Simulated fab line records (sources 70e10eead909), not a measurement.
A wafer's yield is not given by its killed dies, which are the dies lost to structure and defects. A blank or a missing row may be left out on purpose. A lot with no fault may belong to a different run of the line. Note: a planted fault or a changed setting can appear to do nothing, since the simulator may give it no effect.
What tool caused it?	flow nand-harc	Sampling: 24 lots, 72 wafers, 2 of 1159 route steps

== WHAT THE GAUGES READ, wafer by wafer ==
NHARC_A_CHANNEL_HOLE_D1_OVL_MEAS_11.
lot	measured	on	overlay-x-nm (nm)	overlay-y-nm (nm)
L074	day 8 03:01	overlay-01	0.0 0.0 -0.2	0.7 0.9 0.7
L076	day 8 15:21	overlay-02	-0.7 -0.8 -0.6	-2.0 -1.8 -1.4
L075	day 8 16:31	overlay-02	1.1 1.4 1.1	1.6 1.1 1.3
L077	day 9 02:23	overlay-02	0.3 0.2 -0.3	1.2 0.7 1.2
L078	day 9 06:54	overlay-02	-1.0 -0.1 -0.2	-0.9 -1.5 -1.2
L079	day 9 07:04	overlay-01	-0.9 -0.4 -0.3	-0.5 0.2 -1.2
L080	day 9 21:04	overlay-02	0.5 0.2 0.6	0.1 0.2 0.2
L081	day 9 21:13	overlay-01	-1.4 -0.9 -1.0	0.0 0.5 0.0
L082	day 10 13:16	overlay-01	-0.1 -0.6 -0.6	-0.1 0.1 -0.1
L083	day 10 14:35	overlay-02	-0.4 -0.6 0.3	-0.8 -0.5 0.0
L085	day 11 05:48	overlay-01	-0.7 0.0 -0.6	-0.1 -0.4 0.5
L084	day 11 05:57	overlay-02	0.1 -0.2 0.3	0.0 -0.1 -0.1
L087	day 11 11:54	overlay-02	-0.7 -0.6 -1.1	-0.9 -1.0 -1.1
L086	day 11 12:18	overlay-01	1.8 1.8 1.5	-1.8 -1.3 -1.5
L088	day 11 19:28	overlay-01	0.0 -0.8 -1.0	0.4 1.1 1.1
L090	day 12 02:17	overlay-02	-0.8 -1.0 -1.1	0.0 -0.5 -0.2
L089	day 12 02:26	overlay-01	-0.2 -0.3 -0.2	-1.7 -1.8 -1.6
L091	day 12 04:02	overlay-02	-0.5 -0.8 -0.6	-0.2 -0.4 -0.2
L092	day 12 13:35	overlay-01	-0.4 -0.5 -0.5	-1.7 -1.7 -1.9
L093	day 12 13:44	overlay-02	0.5 1.2 0.1	1.0 1.4 1.6
L094	day 13 05:50	overlay-02	-0.9 -1.4 -1.1	-0.3 0.1 0.0
L095	day 13 10:05	overlay-02	-0.7 -0.2 -0.4	1.0 0.5 0.6
L097	day 13 10:16	overlay-02	-0.3 -0.3 -0.9	-1.3 -1.4 -1.4
L096	day 13 12:06	overlay-01	-1.0 -0.4 -0.5	1.1 1.1 1.4

NHARC_A_CHANNEL_HOLE_D1_CD_MEAS_18.
lot	measured	on	cd-nm (nm)
L074	day 8 04:15	cd-sem-02	101.1 99.9 101.1
L076	day 8 16:33	cd-sem-01	98.2 99.3 99.8
L075	day 8 17:43	cd-sem-02	98.8 96.6 99.1
L077	day 9 03:35	cd-sem-01	100.3 100.7 100.3
L078	day 9 08:07	cd-sem-01	98.5 99.9 98.2
L079	day 9 08:17	cd-sem-03	99.0 97.3 100.1
L080	day 9 22:16	cd-sem-02	100.4 98.4 101.8
L081	day 9 22:25	cd-sem-03	102.5 99.7 99.8
L082	day 10 14:29	cd-sem-02	96.2 94.9 98.9
L083	day 10 15:48	cd-sem-03	98.8 99.6 98.8
L085	day 11 07:05	cd-sem-01	98.8 99.2 100.0
L084	day 11 07:09	cd-sem-02	99.0 97.8 98.1
L087	day 11 13:07	cd-sem-01	100.5 99.3 98.9
L086	day 11 13:30	cd-sem-01	97.6 96.5 98.9
L088	day 11 20:40	cd-sem-02	99.6 98.5 100.5
L090	day 12 03:29	cd-sem-03	99.9 98.7 100.5
L089	day 12 03:38	cd-sem-01	101.8 99.6 98.7
L091	day 12 05:14	cd-sem-01	98.7 98.8 97.4
L092	day 12 14:47	cd-sem-02	97.4 101.6 98.9
L093	day 12 14:56	cd-sem-01	97.2 99.3 100.0
L094	day 13 07:02	cd-sem-03	97.8 98.0 101.1
L095	day 13 11:17	cd-sem-03	97.8 100.6 98.7
L097	day 13 11:28	cd-sem-01	98.8 101.0 99.6
L096	day 13 13:18	cd-sem-03	101.3 98.5 100.3

== WHICH TOOL RAN EACH LOT (tool, then ch and the chambers of the sampled wafers, then the start) ==
No process step before these readings appears in the record.

== WHAT THE TOOLS THEMSELVES READ (means of the sampled wafers that have a number; where no wafer has one, the mark that the record gives instead) ==
The record holds no such reading with a usual standard deviation.

== THE ANSWER, worked out from the rows above alone ==
Rule: the usual values come from the lots themselves. Put in order of their means at a reading, lots are off if they are a third of the lots or fewer, leave a main group of 4 or more, and stand apart from it by a gap of 3 or more times the standard deviation of the main group's means; of several such gaps the widest counts. The tables above print the reading to a certain number of digits; a main group whose means all agree to those digits is not used. A lot without any number at a reading at which 4 lots or more have one is off too. Where the step has rows for the other lots, those lots are counted as sound. Order of review: gauges by route order, followed by the tools' own readings, for which a lot's mean as printed above is used. The first step at which some lot is off is used, and at that step the reading that is off furthest; a lot without a number counts as furthest.
None of the lots is off at any reading shown; this tells nothing.

== WHAT WAS PUT IN BY THE SIMULATOR ==
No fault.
